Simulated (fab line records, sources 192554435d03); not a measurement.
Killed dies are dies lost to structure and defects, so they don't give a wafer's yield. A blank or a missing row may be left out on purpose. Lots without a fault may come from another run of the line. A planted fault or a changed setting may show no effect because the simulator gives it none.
Split-lot experiment | flow n5_finfet | 7 lots, 21 wafers read, on a route of 1938 steps

THE SPLIT
At N5_BEOL_M1_PECVD_72 (deposits SiO2 from TEOS/O2, target thk 16 nm, time 18 s), the setting time_s was moved away from the recipe's 18 s on 5 of the 21 wafers read, by -4.1% to +14.8%. The other wafers ran this setting at the recipe's value.

The reading is taken at the split's own step.

THE READING
SiO2_of_BEOL_M1_PECVD_72.thk_nm (the simulator's own value, which no gauge read), in nm, at N5_BEOL_M1_PECVD_72 (deposits SiO2 from TEOS/O2, target thk 16 nm, time 18 s). The file gives no usual value for it. The 16 wafers here that ran the recipe average 16.1 nm, standard deviation 0.2 nm.

wafer  | tool, chamber at the split | time_s as run, s | against the recipe | SiO2_of_BEOL_M1_PECVD_72.thk_nm, nm | against lot-mates on the recipe
L086.3 | pecvd-01, 1                | 19.57            | +8.7%              | 17.2                                | +1.0
L086.4 | pecvd-01, 2                | 19.57            | +8.7%              | 17.4                                | +1.2
L086.6 | pecvd-01, 0                | 18               | recipe             | 16.2                                | -
L087.1 | pecvd-01, 0                | 18               | recipe             | 16                                  | -
L087.3 | pecvd-01, 2                | 17.27            | -4.1%              | 15.2                                | -1.0
L087.6 | pecvd-01, 2                | 18               | recipe             | 16.4                                | -
L088.3 | pecvd-02, 1                | 20.54            | +14.1%             | 18                                  | +1.9
L088.4 | pecvd-02, 2                | 18               | recipe             | 16                                  | -
L088.5 | pecvd-02, 0                | 18               | recipe             | 16.2                                | -
L090.1 | pecvd-04, 1                | 18               | recipe             | 15.8                                | -
L090.5 | pecvd-04, 0                | 18               | recipe             | 16                                  | -
L090.6 | pecvd-04, 1                | 18               | recipe             | 16.2                                | -
L093.2 | pecvd-04, 0                | 18               | recipe             | 15.8                                | -
L093.4 | pecvd-04, 2                | 20.66            | +14.8%             | 18.6                                | +2.5
L093.5 | pecvd-04, 0                | 18               | recipe             | 16.4                                | -
L096.1 | pecvd-02, 2                | 18               | recipe             | 16                                  | -
L096.2 | pecvd-02, 1                | 18               | recipe             | 16.2                                | -
L096.6 | pecvd-02, 2                | 18               | recipe             | 16.4                                | -
L097.4 | pecvd-04, 2                | 18               | recipe             | 15.8                                | -
L097.5 | pecvd-04, 1                | 18               | recipe             | 16.2                                | -
L097.6 | pecvd-04, 0                | 18               | recipe             | 16                                  | -

THE FIT
A straight line over all 21 wafers: SiO2_of_BEOL_M1_PECVD_72.thk_nm changes by +0.153 nm for each +1% of time_s; r = +0.96; the points scatter about the line by 0.22 nm.
The same after taking each lot's own level away (the mean of its wafers on the recipe; 21 wafers): +0.151 nm for each +1%; r = +0.96; scatter 0.22 nm.
On that fit, the largest move of time_s shifts the reading by 2.2 nm.
The lots' own levels span 16.00 to 16.20 nm, that is 1.0 times the standard deviation above.
So the lot-to-lot level changes the slope little: the two slopes agree.
Check: with one of the wafers moved furthest among these (+14.8%) left out of the fit, the line predicts +2.02 nm for it against its lot-mates. It came out at +2.5 nm against them.

OTHER SPLITS ON THESE WAFERS
These wafers also went through other splits before the reading. Each is held against what the fit with the lots' levels taken away leaves over:
other split on the same wafers    | wafers away from the commonest value | r with SiO2_of_BEOL_M1_PECVD_72.thk_nm (lot level and that fit taken away)
N5_BEOL_M0_SAQP_EXPOSE_37 dose_mj | 8                                    | +0.32

THE FILE'S OWN FIT
SiO2_of_BEOL_M1_PECVD_72.thk_nm changes by +0.152 nm for each +1% of time_s, r = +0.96.
